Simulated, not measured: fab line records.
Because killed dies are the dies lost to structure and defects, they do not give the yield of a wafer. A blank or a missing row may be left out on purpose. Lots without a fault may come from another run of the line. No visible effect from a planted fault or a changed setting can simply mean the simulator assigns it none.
Chamber matching :: flow n5_finfet :: N5_FIN_SAQP_ETCH_57 on rie_diel-05: 4 sister chambers
The step etches SiNx in CH3F/O2, target depth 32.5 nm, time 46.4 s. 18 wafers are shown with their chamber, then 9 later ones without.

WAFERS WITH THEIR CHAMBER
wafer: L078.4
chamber: 3
showerhead_plenum_p_Torr (Torr): 2.09
drypump_motor_current_A (A): 6.6
rf_vpp_V (V): 297

wafer: L078.5
chamber: 0
showerhead_plenum_p_Torr (Torr): 2.05
drypump_motor_current_A (A): 6.3
rf_vpp_V (V): 306

wafer: L078.6
chamber: 3
showerhead_plenum_p_Torr (Torr): 2.09
drypump_motor_current_A (A): 6.6
rf_vpp_V (V): 296

wafer: L081.1
chamber: 3
showerhead_plenum_p_Torr (Torr): 2.09
drypump_motor_current_A (A): 6.6
rf_vpp_V (V): 296

wafer: L081.2
chamber: 1
showerhead_plenum_p_Torr (Torr): 1.90
drypump_motor_current_A (A): 5.4
rf_vpp_V (V): 293

wafer: L081.4
chamber: 2
showerhead_plenum_p_Torr (Torr): 2.07
drypump_motor_current_A (A): 5.8
rf_vpp_V (V): 294

wafer: L082.1
chamber: 0
showerhead_plenum_p_Torr (Torr): 2.05
drypump_motor_current_A (A): 6.3
rf_vpp_V (V): 304

wafer: L082.3
chamber: 1
showerhead_plenum_p_Torr (Torr): 1.90
drypump_motor_current_A (A): 5.4
rf_vpp_V (V): 293

wafer: L082.6
chamber: 0
showerhead_plenum_p_Torr (Torr): 2.05
drypump_motor_current_A (A): 6.3
rf_vpp_V (V): 305

wafer: L087.2
chamber: 2
showerhead_plenum_p_Torr (Torr): 2.07
drypump_motor_current_A (A): 5.8
rf_vpp_V (V): 293

wafer: L087.4
chamber: 0
showerhead_plenum_p_Torr (Torr): 2.05
drypump_motor_current_A (A): 6.3
rf_vpp_V (V): 305

wafer: L087.6
chamber: 0
showerhead_plenum_p_Torr (Torr): 2.05
drypump_motor_current_A (A): 6.3
rf_vpp_V (V): 304

wafer: L088.2
chamber: 3
showerhead_plenum_p_Torr (Torr): 2.08
drypump_motor_current_A (A): 6.6
rf_vpp_V (V): 295

wafer: L088.5
chamber: 2
showerhead_plenum_p_Torr (Torr): 2.07
drypump_motor_current_A (A): 5.7
rf_vpp_V (V): 293

wafer: L088.6
chamber: 1
showerhead_plenum_p_Torr (Torr): 1.90
drypump_motor_current_A (A): 5.4
rf_vpp_V (V): 292

wafer: L089.1
chamber: 1
showerhead_plenum_p_Torr (Torr): 1.90
drypump_motor_current_A (A): 5.4
rf_vpp_V (V): 292

wafer: L089.2
chamber: 2
showerhead_plenum_p_Torr (Torr): 2.07
drypump_motor_current_A (A): 5.8
rf_vpp_V (V): 294

wafer: L089.3
chamber: 3
showerhead_plenum_p_Torr (Torr): 2.08
drypump_motor_current_A (A): 6.6
rf_vpp_V (V): 297

SIGNATURES (averages over the wafers above)
reading: showerhead_plenum_p_Torr
chamber 0: 2.0500
chamber 1: 1.9000
chamber 2: 2.0700
chamber 3: 2.0860
scatter within a chamber: 0.00293

reading: drypump_motor_current_A
chamber 0: 6.300
chamber 1: 5.400
chamber 2: 5.775
chamber 3: 6.600
scatter within a chamber: 0.0231

reading: rf_vpp_V
chamber 0: 304.80
chamber 1: 292.50
chamber 2: 293.50
chamber 3: 296.20
scatter within a chamber: 0.737
Rule: a wafer's distance from a chamber is the root of the sum, over the readings, of the square of ((its reading less the chamber's mean) divided by the reading's scatter). If the next closest chamber is less than 2 further off than the closest, the wafer can't be placed; otherwise it belongs to the closest. The scatter is the square root of a quotient: the sum, over the shown wafers, of each reading's squared deviation from its chamber's mean, divided by wafers minus chambers.

WAFERS WITH NO CHAMBER GIVEN
wafer: L092.1
showerhead_plenum_p_Torr (Torr): 2.08
drypump_motor_current_A (A): 6.5
rf_vpp_V (V): 297

wafer: L092.2
showerhead_plenum_p_Torr (Torr): 1.89
drypump_motor_current_A (A): 5.4
rf_vpp_V (V): 292

wafer: L092.5
showerhead_plenum_p_Torr (Torr): 2.06
drypump_motor_current_A (A): 5.8
rf_vpp_V (V): 294

wafer: L094.1
showerhead_plenum_p_Torr (Torr): 1.89
drypump_motor_current_A (A): 5.4
rf_vpp_V (V): 294

wafer: L094.5
showerhead_plenum_p_Torr (Torr): 2.07
drypump_motor_current_A (A): 6.5
rf_vpp_V (V): 297

wafer: L094.6
showerhead_plenum_p_Torr (Torr): 1.89
drypump_motor_current_A (A): 5.4
rf_vpp_V (V): 292

wafer: L097.3
showerhead_plenum_p_Torr (Torr): 2.07
drypump_motor_current_A (A): 6.6
rf_vpp_V (V): 295

wafer: L097.4
showerhead_plenum_p_Torr (Torr): 2.07
drypump_motor_current_A (A): 6.5
rf_vpp_V (V): 296

wafer: L097.5
showerhead_plenum_p_Torr (Torr): 2.04
drypump_motor_current_A (A): 6.3
rf_vpp_V (V): 303

WHICH CHAMBER EACH WENT THROUGH
wafer: L092.1
from the rows above: 3
in truth: 3

wafer: L092.2
from the rows above: 1
in truth: 1

wafer: L092.5
from the rows above: 2
in truth: 2

wafer: L094.1
from the rows above: 1
in truth: 1

wafer: L094.5
from the rows above: 3
in truth: 3

wafer: L094.6
from the rows above: 1
in truth: 1

wafer: L097.3
from the rows above: 3
in truth: 3

wafer: L097.4
from the rows above: 3
in truth: 3

wafer: L097.5
from the rows above: 0
in truth: 0
Correctly placed: 9 of 9. Not placeable from these rows: 0. 0 placed wrongly.
